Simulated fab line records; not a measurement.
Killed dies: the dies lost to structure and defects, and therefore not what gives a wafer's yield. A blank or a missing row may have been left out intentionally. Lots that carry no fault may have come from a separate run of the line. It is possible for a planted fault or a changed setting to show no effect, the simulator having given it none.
Matching of chambers | flow n5Finfet | N5_FIN_SAQP_HM_OPEN_33 on rieDiel-05 has 4 sister chambers
The step chemistry CH3F/O2, target SiNx, target depth 49.4 nm, time 70.6 s. 18 wafers are shown with their chamber, then 9 later ones without.

## WAFERS WITH THEIR CHAMBER
wafer  | chamber | drypumpMotorCurrentA (A) | showerheadPlenumPTorr (Torr) | rfVppV (V)
L078.2 | 1       | 5.9                      | 1.95                         | 306
L078.3 | 3       | 6.3                      | 2.07                         | 294
L078.6 | 0       | 5.7                      | 2.05                         | 291
L080.2 | 2       | 5.8                      | 1.95                         | 302
L080.4 | 2       | 5.8                      | 1.95                         | 302
L080.5 | 3       | 6.3                      | 2.07                         | 293
L083.4 | 2       | 5.8                      | 1.95                         | 303
L083.5 | 1       | 5.9                      | 1.95                         | 305
L083.6 | 0       | 5.7                      | 2.04                         | 292
L085.1 | 2       | 5.8                      | 1.95                         | 302
L085.4 | 3       | 6.3                      | 2.06                         | 294
L085.5 | 3       | 6.3                      | 2.06                         | 293
L087.1 | 3       | 6.3                      | 2.06                         | 292
L087.2 | 0       | 5.7                      | 2.04                         | 290
L087.3 | 1       | 5.9                      | 1.94                         | 306
L089.4 | 2       | 5.8                      | 1.95                         | 302
L089.5 | 0       | 5.8                      | 2.04                         | 291
L089.6 | 3       | 6.3                      | 2.06                         | 294

SIGNATURES, as means of the wafers listed above
reading               | chamber 0 | chamber 1 | chamber 2 | chamber 3 | scatter within a chamber
drypumpMotorCurrentA  | 5.725     | 5.900     | 5.800     | 6.300     | 0.0231
showerheadPlenumPTorr | 2.0425    | 1.9467    | 1.9500    | 2.0633    | 0.00443
rfVppV                | 291.00    | 305.67    | 302.20    | 293.33    | 0.697
Rule: for each reading, subtract the chamber's mean from the wafer's reading, divide by that reading's scatter and square the result; add these up over the readings and take the root, which gives the wafer's distance from the chamber. If the next closest chamber is less than 2 further off than the closest, the wafer can't be placed; otherwise it belongs to the closest. The scatter: take each reading less its chamber's mean, square it, sum over the shown wafers, divide by the number of wafers less the number of chambers, and take the root.

## WAFERS MISSING THEIR CHAMBER
wafer  | drypumpMotorCurrentA (A) | showerheadPlenumPTorr (Torr) | rfVppV (V)
L092.1 | 5.8                      | 1.94                         | 306
L092.4 | 6.3                      | 2.06                         | 293
L092.5 | 5.7                      | 2.03                         | 293
L093.1 | 5.8                      | 1.94                         | 303
L093.4 | 5.9                      | 1.94                         | 304
L093.6 | 5.8                      | 1.94                         | 303
L096.3 | 6.3                      | 2.05                         | 291
L096.4 | 5.9                      | 1.94                         | 305
L096.6 | 5.7                      | 2.03                         | 292

## EACH ONE'S CHAMBER
wafer  | from the rows above     | in truth
L092.1 | can't be placed: 1 or 2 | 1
L092.4 | 3                       | 3
L092.5 | 0                       | 0
L093.1 | 2                       | 2
L093.4 | 1                       | 1
L093.6 | 2                       | 2
L096.3 | 3                       | 3
L096.4 | 1                       | 1
L096.6 | 0                       | 0
Correctly placed: 8 of 9. Cannot be placed on the basis of these rows: 1; the candidates contain the true chamber in 1. 0 placed wrongly.
